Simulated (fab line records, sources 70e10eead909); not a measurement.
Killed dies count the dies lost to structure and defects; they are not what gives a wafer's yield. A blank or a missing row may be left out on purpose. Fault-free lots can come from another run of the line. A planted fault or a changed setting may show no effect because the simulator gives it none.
fab line records || flow nand_harc
[record] {"lots": 5, "wafers": 15, "last_day": 34}
route steps=1302 shown A_ZERO_WELL@406 A_SOURCE_PLATE@413 END@1302
lots untouched by any fault: they come from a run of this same line in which no faults occurred
start_h: the number of hours between the record's first day and the start of the first shown wafer of the lot || wait_h: hours from the lot's prior step to this one || " repeats the value in the row above || L1.1+2: a row that stands for several wafers || - value missing, or start not given || * or withheld: withheld || < > ~ a bound
route shown NAME@n: a module of which the file shows steps, and the number in the route of the first || usual: average and standard deviation across the fault-free wafers || same: alike in all rows || chamber/n: place in a boat || sites: per-site readings || _std_site: the standard deviation of these || _edge_site: mean of outer sites minus mean of inner sites || radius_mm: how far each site lies from the wafer's centre || mask NAME#n: copy n || behind: tool/chamber where the wafer was last shaped || hold: reason for holding the lot/hours on hold/outcome of the hold || device: which transistor (n, p or np) failed to switch || end of line: the same wafers' tests at the end of the route || where a step has no rows: the recipe by itself || killed: not the wafer's yield, but the dies lost to structure and defects at the first sort || map: a wafer's dies, x killed, . not, _ none there
set.NAME: the setting as run; set.NAME@STEP: as run at that earlier step || model.NAME: the simulator's own value behind a step, which no gauge read
a table for each step, a row for each wafer; lots at some steps of the route
services: the hour from which a tool's chamber was out of use, counted from the record's first day as start_h (under 0 if before that day), plus the number of hours and why
[[steps]]
[step NHARC_A_ZERO_WELL_STRIP_14]
[recipe] {"time_s": 900, "temp_c": 130, "chemistry": "SPM"}
[step NHARC_A_ZERO_WELL_IMPLANT_15]
[recipe] {"energy_kev": 150, "dose_cm2": 1e+13, "tilt_deg": 7}
[step NHARC_A_ZERO_WELL_PRECLEAN_22]
[recipe] {"time_s": 60, "temp_c": 50, "bath_age_min": 0, "chemistry": "SC1"}
[step NHARC_A_ZERO_WELL_SRD_23]
[step NHARC_A_ZERO_WELL_RTA_16]
[recipe] {"temp_c": 1000, "time_s": 10}
[usual] {"lamp_power_pct": "30/4.8", "lamp_zone_5_pct": "30/4.7", "wafer_temp_C_max": "1004.4/1.2"}
[same] {"time_s": 10}
{"lot.wafer": "L976.1", "tool": "rtp_anneal-01", "chamber": 0, "start_h": 154.58, "wait_h": "-", "lamp_power_pct": 34, "lamp_zone_5_pct": 34, "wafer_temp_C_max": 1004.7}
{"lot.wafer": "L976.2", "tool": "rtp_anneal-01", "chamber": 0, "start_h": 154.58, "wait_h": "-", "lamp_power_pct": 34, "lamp_zone_5_pct": 34, "wafer_temp_C_max": 1003.9}
{"lot.wafer": "L976.4", "tool": "rtp_anneal-01", "chamber": 0, "start_h": 154.58, "wait_h": "-", "lamp_power_pct": 34, "lamp_zone_5_pct": 34, "wafer_temp_C_max": 1005.4}
{"lot.wafer": "L978.4", "tool": "rtp_anneal-01", "chamber": 0, "start_h": 170.09, "wait_h": "-", "lamp_power_pct": 34, "lamp_zone_5_pct": 34, "wafer_temp_C_max": 1003.4}
{"lot.wafer": "L978.5", "tool": "rtp_anneal-01", "chamber": 0, "start_h": 170.09, "wait_h": "-", "lamp_power_pct": 34, "lamp_zone_5_pct": 34, "wafer_temp_C_max": 1003.8}
{"lot.wafer": "L978.6", "tool": "rtp_anneal-01", "chamber": 0, "start_h": 170.09, "wait_h": "-", "lamp_power_pct": 34, "lamp_zone_5_pct": 34, "wafer_temp_C_max": 1004.7}
{"lot.wafer": "L990.1", "tool": "rtp_anneal-01", "chamber": 0, "start_h": 294.77, "wait_h": "-", "lamp_power_pct": 34, "lamp_zone_5_pct": 34, "wafer_temp_C_max": 1006.9}
{"lot.wafer": "L990.2", "tool": "rtp_anneal-01", "chamber": 0, "start_h": 294.77, "wait_h": "-", "lamp_power_pct": 34, "lamp_zone_5_pct": 34, "wafer_temp_C_max": 1004.5}
{"lot.wafer": "L990.5", "tool": "rtp_anneal-01", "chamber": 0, "start_h": 294.77, "wait_h": "-", "lamp_power_pct": 34, "lamp_zone_5_pct": 34, "wafer_temp_C_max": 1004.3}
{"lot.wafer": "L995.1", "tool": "rtp_anneal-02", "chamber": 0, "start_h": 340.35, "wait_h": "-", "lamp_power_pct": 24, "lamp_zone_5_pct": 24, "wafer_temp_C_max": 1002.8}
{"lot.wafer": "L995.4", "tool": "rtp_anneal-02", "chamber": 0, "start_h": 340.35, "wait_h": "-", "lamp_power_pct": 24, "lamp_zone_5_pct": 24, "wafer_temp_C_max": 1003.1}
{"lot.wafer": "L995.6", "tool": "rtp_anneal-02", "chamber": 0, "start_h": 340.35, "wait_h": "-", "lamp_power_pct": 24, "lamp_zone_5_pct": 24, "wafer_temp_C_max": 1004.0}
{"lot.wafer": "L998.2", "tool": "rtp_anneal-01", "chamber": 0, "start_h": 367.59, "wait_h": 0.1, "lamp_power_pct": 34, "lamp_zone_5_pct": 34, "wafer_temp_C_max": 1005.2}
{"lot.wafer": "L998.5", "tool": "rtp_anneal-01", "chamber": 0, "start_h": 367.59, "wait_h": 0.1, "lamp_power_pct": 34, "lamp_zone_5_pct": 34, "wafer_temp_C_max": 1003.9}
{"lot.wafer": "L998.6", "tool": "rtp_anneal-01", "chamber": 0, "start_h": 367.59, "wait_h": 0.1, "lamp_power_pct": 34, "lamp_zone_5_pct": 34, "wafer_temp_C_max": 1006.2}
[step NHARC_A_ZERO_WELL_INSPECT_17]
[usual] {"raw_defect_count": "10/6.2"}
{"lot.wafer": "L976.1", "tool": "defect_inspect-01", "chamber": "-", "start_h": 154.77, "wait_h": 0.2, "raw_defect_count": 7}
{"lot.wafer": "L976.2", "tool": "defect_inspect-01", "chamber": "-", "start_h": 154.77, "wait_h": 0.2, "raw_defect_count": 6}
{"lot.wafer": "L976.4", "tool": "defect_inspect-01", "chamber": "-", "start_h": 154.77, "wait_h": 0.2, "raw_defect_count": 11}
{"lot.wafer": "L978.4", "tool": "defect_inspect-01", "chamber": "-", "start_h": 170.20, "wait_h": 0.1, "raw_defect_count": 13}
{"lot.wafer": "L978.5", "tool": "defect_inspect-01", "chamber": "-", "start_h": 170.20, "wait_h": 0.1, "raw_defect_count": 6}
{"lot.wafer": "L978.6", "tool": "defect_inspect-01", "chamber": "-", "start_h": 170.20, "wait_h": 0.1, "raw_defect_count": 9}
{"lot.wafer": "L990.1", "tool": "defect_inspect-01", "chamber": "-", "start_h": 294.97, "wait_h": 0.2, "raw_defect_count": 10}
{"lot.wafer": "L990.2", "tool": "defect_inspect-01", "chamber": "-", "start_h": 294.97, "wait_h": 0.2, "raw_defect_count": 9}
{"lot.wafer": "L990.5", "tool": "defect_inspect-01", "chamber": "-", "start_h": 294.97, "wait_h": 0.2, "raw_defect_count": 11}
{"lot.wafer": "L995.1", "tool": "defect_inspect-02", "chamber": "-", "start_h": 340.55, "wait_h": 0.2, "raw_defect_count": 18}
{"lot.wafer": "L995.4", "tool": "defect_inspect-02", "chamber": "-", "start_h": 340.55, "wait_h": 0.2, "raw_defect_count": 7}
{"lot.wafer": "L995.6", "tool": "defect_inspect-02", "chamber": "-", "start_h": 340.55, "wait_h": 0.2, "raw_defect_count": 34}
{"lot.wafer": "L998.2", "tool": "defect_inspect-01", "chamber": "-", "start_h": 367.76, "wait_h": 0.1, "raw_defect_count": 12}
{"lot.wafer": "L998.5", "tool": "defect_inspect-01", "chamber": "-", "start_h": 367.76, "wait_h": 0.1, "raw_defect_count": 9}
{"lot.wafer": "L998.6", "tool": "defect_inspect-01", "chamber": "-", "start_h": 367.76, "wait_h": 0.1, "raw_defect_count": 8}
[step NHARC_A_SOURCE_PLATE_PRECLEAN_00]
[recipe] {"time_s": 60, "chemistry": "HF-LAST"}
[step NHARC_A_SOURCE_PLATE_SRD_01]
[step NHARC_A_SOURCE_PLATE_OXIDE_02]
[recipe] {"target_thk_a": 100, "temp_c": 900, "ox_time_s": 1362, "material": "SiO2"}
[step NHARC_A_SOURCE_PLATE_THK_MEAS_09]
[recipe] {"thk_meas_gauge": "ellipsometry"}
[usual] {"thk_nm": "9.9/0.99"}
{"lot.wafer": "L976.1", "tool": "film_metro-02", "chamber": "-", "start_h": 162.16, "wait_h": 0.4, "thk_nm": 10.8}
{"lot.wafer": "L976.2", "tool": "film_metro-02", "chamber": "-", "start_h": 162.16, "wait_h": 0.4, "thk_nm": 8.2}
{"lot.wafer": "L976.4", "tool": "film_metro-02", "chamber": "-", "start_h": 162.16, "wait_h": 0.4, "thk_nm": 10.4}
{"lot.wafer": "L978.4", "tool": "film_metro-02", "chamber": "-", "start_h": 177.01, "wait_h": 0.4, "thk_nm": 10.5}
{"lot.wafer": "L978.5", "tool": "film_metro-02", "chamber": "-", "start_h": 177.01, "wait_h": 0.4, "thk_nm": 10.8}
{"lot.wafer": "L978.6", "tool": "film_metro-02", "chamber": "-", "start_h": 177.01, "wait_h": 0.4, "thk_nm": 9.2}
{"lot.wafer": "L990.1", "tool": "film_metro-01", "chamber": "-", "start_h": 304.07, "wait_h": 0.4, "thk_nm": 9.8}
{"lot.wafer": "L990.2", "tool": "film_metro-01", "chamber": "-", "start_h": 304.07, "wait_h": 0.4, "thk_nm": 10.7}
{"lot.wafer": "L990.5", "tool": "film_metro-01", "chamber": "-", "start_h": 304.07, "wait_h": 0.4, "thk_nm": 9.4}
{"lot.wafer": "L995.1", "tool": "film_metro-02", "chamber": "-", "start_h": 346.04, "wait_h": 0.4, "thk_nm": 10.1}
{"lot.wafer": "L995.4", "tool": "film_metro-02", "chamber": "-", "start_h": 346.04, "wait_h": 0.4, "thk_nm": 9.2}
{"lot.wafer": "L995.6", "tool": "film_metro-02", "chamber": "-", "start_h": 346.04, "wait_h": 0.4, "thk_nm": 10.8}
{"lot.wafer": "L998.2", "tool": "film_metro-01", "chamber": "-", "start_h": 374.59, "wait_h": 0.4, "thk_nm": 10.1}
{"lot.wafer": "L998.5", "tool": "film_metro-01", "chamber": "-", "start_h": 374.59, "wait_h": 0.4, "thk_nm": 8.5}
{"lot.wafer": "L998.6", "tool": "film_metro-01", "chamber": "-", "start_h": 374.59, "wait_h": 0.4, "thk_nm": 10.4}
[step NHARC_A_SOURCE_PLATE_PVD_04]
[recipe] {"target_thk_a": 500, "material": "WSi2"}
[step NHARC_A_SOURCE_PLATE_CVD_03]
[recipe] {"target_thk_a": 2000, "temp_c": 620, "pressure_mtorr": 200, "time_s": 4000, "material": "poly-Si"}
[usual] {"spike_tc_bottom_C": "641.3/2.8", "spike_tc_centre_C": "620.5/1.2", "spike_tc_lower_C": "620.1/1.2", "spike_tc_top_C": "638.3/1.3", "spike_tc_upper_C": "619.0/1.1", "tube_center_temp_C": "620/0.054"}
[same] {"time_s": 4000}
{"lot.wafer": "L976.1", "tool": "lpcvd_poly-02", "chamber": 0, "start_h": 164.73, "wait_h": "-", "spike_tc_bottom_C": 637.8, "spike_tc_centre_C": 619.7, "spike_tc_lower_C": 621.9, "spike_tc_top_C": 639.5, "spike_tc_upper_C": 618.0, "tube_center_temp_C": 620.03}
{"lot.wafer": "L976.2", "tool": "lpcvd_poly-02", "chamber": 0, "start_h": 164.73, "wait_h": "-", "spike_tc_bottom_C": 639.7, "spike_tc_centre_C": 620.5, "spike_tc_lower_C": 620.6, "spike_tc_top_C": 639.6, "spike_tc_upper_C": 618.9, "tube_center_temp_C": 619.92}
{"lot.wafer": "L976.4", "tool": "lpcvd_poly-02", "chamber": 0, "start_h": 164.73, "wait_h": "-", "spike_tc_bottom_C": 638.3, "spike_tc_centre_C": 620.5, "spike_tc_lower_C": 623.9, "spike_tc_top_C": 639.0, "spike_tc_upper_C": 617.6, "tube_center_temp_C": 620.07}
{"lot.wafer": "L978.4", "tool": "lpcvd_poly-01", "chamber": 0, "start_h": 179.60, "wait_h": "-", "spike_tc_bottom_C": 638.3, "spike_tc_centre_C": 619.9, "spike_tc_lower_C": 620.8, "spike_tc_top_C": 638.0, "spike_tc_upper_C": 617.4, "tube_center_temp_C": 619.98}
{"lot.wafer": "L978.5", "tool": "lpcvd_poly-01", "chamber": 0, "start_h": 179.60, "wait_h": "-", "spike_tc_bottom_C": 639.3, "spike_tc_centre_C": 621.6, "spike_tc_lower_C": 621.1, "spike_tc_top_C": 635.8, "spike_tc_upper_C": 618.6, "tube_center_temp_C": 619.98}
{"lot.wafer": "L978.6", "tool": "lpcvd_poly-01", "chamber": 0, "start_h": 179.60, "wait_h": "-", "spike_tc_bottom_C": 640.7, "spike_tc_centre_C": 621.0, "spike_tc_lower_C": 621.1, "spike_tc_top_C": 636.7, "spike_tc_upper_C": 620.7, "tube_center_temp_C": 619.99}
{"lot.wafer": "L990.1", "tool": "lpcvd_poly-01", "chamber": 0, "start_h": 306.66, "wait_h": "-", "spike_tc_bottom_C": 655.3, "spike_tc_centre_C": 635.8, "spike_tc_lower_C": 635.2, "spike_tc_top_C": 651.8, "spike_tc_upper_C": 634.7, "tube_center_temp_C": 635.6}
{"lot.wafer": "L990.2", "tool": "lpcvd_poly-01", "chamber": 0, "start_h": 306.66, "wait_h": "-", "spike_tc_bottom_C": 653.4, "spike_tc_centre_C": 635.2, "spike_tc_lower_C": 636.1, "spike_tc_top_C": 652.9, "spike_tc_upper_C": 635.0, "tube_center_temp_C": 635.58}
{"lot.wafer": "L990.5", "tool": "lpcvd_poly-01", "chamber": 0, "start_h": 306.66, "wait_h": "-", "spike_tc_bottom_C": 653.7, "spike_tc_centre_C": 636.3, "spike_tc_lower_C": 638.5, "spike_tc_top_C": 653.6, "spike_tc_upper_C": 636.0, "tube_center_temp_C": 635.56}
{"lot.wafer": "L995.1", "tool": "lpcvd_poly-04", "chamber": 0, "start_h": 348.52, "wait_h": "-", "spike_tc_bottom_C": 643.0, "spike_tc_centre_C": 620.8, "spike_tc_lower_C": 619.5, "spike_tc_top_C": 636.9, "spike_tc_upper_C": 617.9, "tube_center_temp_C": 620.02}
{"lot.wafer": "L995.4", "tool": "lpcvd_poly-04", "chamber": 0, "start_h": 348.52, "wait_h": "-", "spike_tc_bottom_C": 644.7, "spike_tc_centre_C": 621.7, "spike_tc_lower_C": 619.1, "spike_tc_top_C": 640.0, "spike_tc_upper_C": 618.7, "tube_center_temp_C": 619.98}
{"lot.wafer": "L995.6", "tool": "lpcvd_poly-04", "chamber": 0, "start_h": 348.52, "wait_h": "-", "spike_tc_bottom_C": 643.0, "spike_tc_centre_C": 621.0, "spike_tc_lower_C": 619.2, "spike_tc_top_C": 638.6, "spike_tc_upper_C": 618.2, "tube_center_temp_C": 620.03}
{"lot.wafer": "L998.2", "tool": "lpcvd_poly-04", "chamber": 0, "start_h": 378.10, "wait_h": "-", "spike_tc_bottom_C": 643.6, "spike_tc_centre_C": 620.2, "spike_tc_lower_C": 621.5, "spike_tc_top_C": 639.3, "spike_tc_upper_C": 619.2, "tube_center_temp_C": 620.02}
{"lot.wafer": "L998.5", "tool": "lpcvd_poly-04", "chamber": 0, "start_h": 378.10, "wait_h": "-", "spike_tc_bottom_C": 644.6, "spike_tc_centre_C": 621.0, "spike_tc_lower_C": 620.1, "spike_tc_top_C": 638.6, "spike_tc_upper_C": 620.1, "tube_center_temp_C": 620.09}
{"lot.wafer": "L998.6", "tool": "lpcvd_poly-04", "chamber": 0, "start_h": 378.10, "wait_h": "-", "spike_tc_bottom_C": 645.4, "spike_tc_centre_C": 621.4, "spike_tc_lower_C": 620.5, "spike_tc_top_C": 639.6, "spike_tc_upper_C": 619.8, "tube_center_temp_C": 619.94}
[step NHARC_A_SOURCE_PLATE_ANNEAL_05]
[recipe] {"temp_c": 850, "time_s": 1800}
[step NHARC_A_SOURCE_PLATE_THK_MEAS_06]
[recipe] {"thk_meas_gauge": "ellipsometry"}
[usual] {"thk_nm": "199.9/2.1"}
{"lot.wafer": "L976.1", "tool": "film_metro-02", "chamber": "-", "start_h": 175.35, "wait_h": 0.4, "thk_nm": 198.9}
{"lot.wafer": "L976.2", "tool": "film_metro-02", "chamber": "-", "start_h": 175.35, "wait_h": 0.4, "thk_nm": 200.8}
{"lot.wafer": "L976.4", "tool": "film_metro-02", "chamber": "-", "start_h": 175.35, "wait_h": 0.4, "thk_nm": 199.8}
{"lot.wafer": "L978.4", "tool": "film_metro-01", "chamber": "-", "start_h": 191.34, "wait_h": 0.4, "thk_nm": 197.8}
{"lot.wafer": "L978.5", "tool": "film_metro-01", "chamber": "-", "start_h": 191.34, "wait_h": 0.4, "thk_nm": 200.7}
{"lot.wafer": "L978.6", "tool": "film_metro-01", "chamber": "-", "start_h": 191.34, "wait_h": 0.4, "thk_nm": 198.2}
{"lot.wafer": "L990.1", "tool": "film_metro-02", "chamber": "-", "start_h": 319.64, "wait_h": 0.4, "thk_nm": 282.7}
{"lot.wafer": "L990.2", "tool": "film_metro-02", "chamber": "-", "start_h": 319.64, "wait_h": 0.4, "thk_nm": 285.3}
{"lot.wafer": "L990.5", "tool": "film_metro-02", "chamber": "-", "start_h": 319.64, "wait_h": 0.4, "thk_nm": 281.7}
{"lot.wafer": "L995.1", "tool": "film_metro-01", "chamber": "-", "start_h": 358.92, "wait_h": 0.4, "thk_nm": 197.9}
{"lot.wafer": "L995.4", "tool": "film_metro-01", "chamber": "-", "start_h": 358.92, "wait_h": 0.4, "thk_nm": 198.0}
{"lot.wafer": "L995.6", "tool": "film_metro-01", "chamber": "-", "start_h": 358.92, "wait_h": 0.4, "thk_nm": 198.0}
{"lot.wafer": "L998.2", "tool": "film_metro-01", "chamber": "-", "start_h": 388.62, "wait_h": 0.4, "thk_nm": 198.2}
{"lot.wafer": "L998.5", "tool": "film_metro-01", "chamber": "-", "start_h": 388.62, "wait_h": 0.4, "thk_nm": 198.1}
{"lot.wafer": "L998.6", "tool": "film_metro-01", "chamber": "-", "start_h": 388.62, "wait_h": 0.4, "thk_nm": 198.3}
[step NHARC_END_SORT_01]
[recipe] {"temp_c": 25}
[usual] {"killed_at_array": "64/18", "killed_at_other": "0.8/1.1", "killed_at_periphery": "3.8/2.7", "killed_dies": "68/18", "killed_open": "3.3/1.9", "killed_short": "2.3/1.8"}
[same] {"gross_dies": 677}
{"lot.wafer": "L976.1", "tool": "prober-02", "chamber": 0, "start_h": 584.70, "wait_h": 2.5, "killed_at_array": 53, "killed_at_other": 0, "killed_at_periphery": 0, "killed_dies": 53, "killed_open": 3, "killed_short": 3}
{"lot.wafer": "L976.2", "tool": "prober-02", "chamber": 0, "start_h": 585.50, "wait_h": 2.8, "killed_at_array": 52, "killed_at_other": 0, "killed_at_periphery": 2, "killed_dies": 54, "killed_open": 2, "killed_short": 1}
{"lot.wafer": "L976.4", "tool": "prober-02", "chamber": 0, "start_h": 587.10, "wait_h": 3.4, "killed_at_array": 50, "killed_at_other": 0, "killed_at_periphery": 1, "killed_dies": 51, "killed_open": 2, "killed_short": 4}
{"lot.wafer": "L978.4", "tool": "prober-01", "chamber": 0, "start_h": 594.84, "wait_h": 3.4, "killed_at_array": 109, "killed_at_other": 0, "killed_at_periphery": 4, "killed_dies": 113, "killed_open": 3, "killed_short": 4}
{"lot.wafer": "L978.5", "tool": "prober-01", "chamber": 0, "start_h": 595.64, "wait_h": 3.7, "killed_at_array": 106, "killed_at_other": 0, "killed_at_periphery": 7, "killed_dies": 113, "killed_open": 4, "killed_short": 3}
{"lot.wafer": "L978.6", "tool": "prober-01", "chamber": 0, "start_h": 596.44, "wait_h": 4.0, "killed_at_array": 103, "killed_at_other": 0, "killed_at_periphery": 7, "killed_dies": 110, "killed_open": 6, "killed_short": 1}
{"lot.wafer": "L990.1", "tool": "prober-01", "chamber": 0, "start_h": 713.32, "wait_h": 2.6, "killed_at_array": 58, "killed_at_other": 0, "killed_at_periphery": 5, "killed_dies": 63, "killed_open": 3, "killed_short": 7}
{"lot.wafer": "L990.2", "tool": "prober-01", "chamber": 0, "start_h": 714.11, "wait_h": 2.9, "killed_at_array": 49, "killed_at_other": 1, "killed_at_periphery": 11, "killed_dies": 61, "killed_open": 7, "killed_short": 1}
{"lot.wafer": "L990.5", "tool": "prober-01", "chamber": 0, "start_h": 716.50, "wait_h": 3.7, "killed_at_array": 35, "killed_at_other": 0, "killed_at_periphery": 3, "killed_dies": 38, "killed_open": 0, "killed_short": 3}
{"lot.wafer": "L995.1", "tool": "prober-02", "chamber": 0, "start_h": 770.73, "wait_h": 2.5, "killed_at_array": 60, "killed_at_other": 3, "killed_at_periphery": 6, "killed_dies": 69, "killed_open": 7, "killed_short": 1}
{"lot.wafer": "L995.4", "tool": "prober-02", "chamber": 0, "start_h": 773.11, "wait_h": 3.4, "killed_at_array": 59, "killed_at_other": 2, "killed_at_periphery": 6, "killed_dies": 67, "killed_open": 3, "killed_short": 6}
{"lot.wafer": "L995.6", "tool": "prober-02", "chamber": 0, "start_h": 774.70, "wait_h": 4.0, "killed_at_array": 57, "killed_at_other": 2, "killed_at_periphery": 3, "killed_dies": 62, "killed_open": 1, "killed_short": 4}
{"lot.wafer": "L998.2", "tool": "prober-01", "chamber": 0, "start_h": 808.61, "wait_h": 2.8, "killed_at_array": 93, "killed_at_other": 0, "killed_at_periphery": 1, "killed_dies": 94, "killed_open": 2, "killed_short": 3}
{"lot.wafer": "L998.5", "tool": "prober-01", "chamber": 0, "start_h": 811.04, "wait_h": 3.7, "killed_at_array": 72, "killed_at_other": 0, "killed_at_periphery": 1, "killed_dies": 73, "killed_open": 7, "killed_short": 2}
{"lot.wafer": "L998.6", "tool": "prober-01", "chamber": 0, "start_h": 811.85, "wait_h": 4.1, "killed_at_array": 80, "killed_at_other": 0, "killed_at_periphery": 1, "killed_dies": 81, "killed_open": 2, "killed_short": 1}
// killed by level:class
L976.1 A_CHANNEL_HOLE_D2:chamber_film_flake=39 A_CHANNEL_HOLE_D1:chamber_film_flake=4 A_ONON_D1:geometric_particle:open=3 A_CONTACT:chamber_film_flake=2 A_ONON_D1:geometric_particle:short=1 A_WL_FILL:geometric_particle:short=1 A_CHANNEL_HOLE_D2:geometric_particle:short=1 A_ZERO_WELL:chamber_film_flake=1
L976.2 A_CHANNEL_HOLE_D2:chamber_film_flake=38 A_STAIRCASE:chamber_film_flake=3 A_CONTACT:chamber_film_flake=3 A_ZERO_WELL:chamber_film_flake=2 A_CHANNEL_HOLE_D1:chamber_film_flake=2 P_GATE:geometric_particle:short=1 A_CONTACT:geometric_particle:open=1 A_M0:geometric_particle:open=1
L976.4 A_CHANNEL_HOLE_D2:chamber_film_flake=35 A_STAIRCASE:chamber_film_flake=3 A_ZERO_WELL:chamber_film_flake=2 A_DECK1_JOINT:chamber_film_flake=2 A_ONON_D1:geometric_particle:short=1 A_ONON_D2:geometric_particle:short=1 A_STAIRCASE:geometric_particle:open=1 A_SGD_CUT:geometric_particle:short=1
L978.4 A_CHANNEL_HOLE_D2:chamber_film_flake=37 A_CHANNEL_HOLE_D1:chamber_film_flake=31 A_SLIT:chamber_film_flake=26 A_STAIRCASE:chamber_film_flake=5 A_CHANNEL_FILL_D2:geometric_particle:short=3 P_STI:chamber_film_flake=3 A_CONTACT:chamber_film_flake=3 A_CHANNEL_FILL_D2:geometric_particle:open=2
L978.5 A_CHANNEL_HOLE_D2:chamber_film_flake=35 A_CHANNEL_HOLE_D1:chamber_film_flake=32 A_SLIT:chamber_film_flake=28 A_STAIRCASE:chamber_film_flake=3 A_CONTACT:chamber_film_flake=3 P_STI:chamber_film_flake=2 P_GATE:chamber_film_flake=2 P_STI:geometric_particle:open=1
L978.6 A_CHANNEL_HOLE_D1:chamber_film_flake=33 A_CHANNEL_HOLE_D2:chamber_film_flake=32 A_SLIT:chamber_film_flake=26 A_CONTACT:chamber_film_flake=5 P_GATE:chamber_film_flake=3 P_M2:chamber_film_flake=2 A_STAIRCASE:chamber_film_flake=2 P_STI:geometric_particle:open=1
L990.1 A_SLIT:chamber_film_flake=34 A_CHANNEL_HOLE_D1:chamber_film_flake=7 A_WL_FILL:geometric_particle:short=4 P_M1:chamber_film_flake=4 A_STAIRCASE:chamber_film_flake=3 A_CONTACT:chamber_film_flake=3 A_CONTACT:geometric_particle:open=2 A_ONON_D1:geometric_particle:open=1
L990.2 A_SLIT:chamber_film_flake=37 P_M1:chamber_film_flake=5 A_CHANNEL_HOLE_D1:chamber_film_flake=4 A_CONTACT:chamber_film_flake=3 P_CONTACT:geometric_particle:open=2 P_M0:geometric_particle:open=2 STARTING-WAFER:geometric_particle:open=1 A_CHANNEL_FILL_D2:geometric_particle:short=1
L990.5 A_SLIT:chamber_film_flake=19 A_CHANNEL_HOLE_D1:chamber_film_flake=6 A_CONTACT:chamber_film_flake=5 A_ONON_D1:geometric_particle:short=2 A_M1:chamber_film_flake=2 P_M1:geometric_particle:short=1 P_STI:chamber_film_flake=1 P_GATE:chamber_film_flake=1
L995.1 A_SLIT:chamber_film_flake=32 A_CHANNEL_HOLE_D1:chamber_film_flake=12 A_CONTACT:chamber_film_flake=5 P_M2:chamber_film_flake=3 A_WL_FILL:chamber_film_flake=3 A_STAIRCASE:chamber_film_flake=2 THIN_TSV:chamber_film_flake=2 P_GATE:geometric_particle:open=1
L995.4 A_SLIT:chamber_film_flake=29 A_CHANNEL_HOLE_D1:chamber_film_flake=10 A_CHANNEL_HOLE_D2:chamber_film_flake=4 A_STAIRCASE:chamber_film_flake=3 A_CONTACT:chamber_film_flake=3 P_ZERO_WELL:chamber_film_flake=2 A_M0:chamber_film_flake=2 THIN_TSV:chamber_film_flake=2
L995.6 A_SLIT:chamber_film_flake=32 A_CHANNEL_HOLE_D1:chamber_film_flake=8 A_CONTACT:chamber_film_flake=4 A_CHANNEL_HOLE_D2:chamber_film_flake=3 A_WL_FILL:chamber_film_flake=3 A_STAIRCASE:chamber_film_flake=2 THIN_TSV:chamber_film_flake=2 P_M1:geometric_particle:open=1
L998.2 A_CHANNEL_HOLE_D2:chamber_film_flake=26 A_CHANNEL_HOLE_D1:chamber_film_flake=18 A_SLIT:chamber_film_flake=18 A_CONTACT:chamber_film_flake=10 A_BONDPAD:chamber_film_flake=9 A_STAIRCASE:chamber_film_flake=6 A_ONON_D2:geometric_particle:short=2 A_BLC:geometric_particle:open=2
L998.5 A_SLIT:chamber_film_flake=28 A_CHANNEL_HOLE_D2:chamber_film_flake=11 A_CHANNEL_HOLE_D1:chamber_film_flake=7 A_CONTACT:chamber_film_flake=5 A_STAIRCASE:chamber_film_flake=4 A_BONDPAD:chamber_film_flake=4 A_M0:geometric_particle:open=3 A_ONON_D1:geometric_particle:open=2
L998.6 A_CHANNEL_HOLE_D2:chamber_film_flake=21 A_SLIT:chamber_film_flake=17 A_CHANNEL_HOLE_D1:chamber_film_flake=11 A_STAIRCASE:chamber_film_flake=11 A_CONTACT:chamber_film_flake=7 A_SGD_CUT:chamber_film_flake=4 A_CHANNEL_FILL_D1:chamber_film_flake=2 A_BONDPAD:chamber_film_flake=2
[[services]]
{"tool": "lpcvd_poly-02", "chamber": "-", "start_h": 208.01, "hours": 26.0, "kind": "pm"}
{"tool": "lpcvd_poly-01", "chamber": "-", "start_h": 242.86, "hours": 4.4, "kind": "repair"}
{"tool": "rtp_anneal-01", "chamber": "-", "start_h": 372.00, "hours": 12.0, "kind": "pm"}
[[key]]
[first_sign] {"step": "NHARC_A_SOURCE_PLATE_CVD_03", "reading": "tube_center_temp_C", "direction": "up", "sigmas": "99+", "usual": "*", "struck": "*"}
[effect] {"step": "NHARC_A_SOURCE_PLATE_CVD_03", "reading": "spike_tc_upper_C", "direction": "up", "sigmas": 15, "usual": 619.0, "struck": 635.2}
[effect] {"step": "NHARC_A_SOURCE_PLATE_THK_MEAS_06", "reading": "thk_nm", "direction": "up", "sigmas": 40, "usual": 199.9, "struck": 283.2}
met_at NHARC_A_SOURCE_PLATE_CVD_03
struck_wafers L990.1,L990.2,L990.5
tester_left_out L990
onset_between 179.60 306.66
[fault] {"kind": "process_parameter_drift", "tool": "lpcvd_poly-01", "chamber": "-", "onset_h": 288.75, "steps": "NHARC_P_GATE_CVD_17,NHARC_A_SOURCE_PLATE_CVD_03,NHARC_A_CHANNEL_FILL_D1_CVD_18,NHARC_A_CHANNEL_FILL_D1_CVD_05,NHARC_A_CHANNEL_FILL_D1_CVD_09,NHARC_A_DECK1_JOINT_CVD_12,NHARC_A_CHANNEL_FILL_D2_CVD_18,NHARC_A_CHANNEL_FILL_D2_CVD_05,+2", "channel": "temp_c", "offset": "*", "shape": "step", "end_h": 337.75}
// tester_left_out: of these lots the tester's yield and bins aren't shown, on N5 and GAA mostly nor the transistor test; their killed dies are dies lost to structure and defects alone, not to doping, threshold or leakage, so they don't give the yield
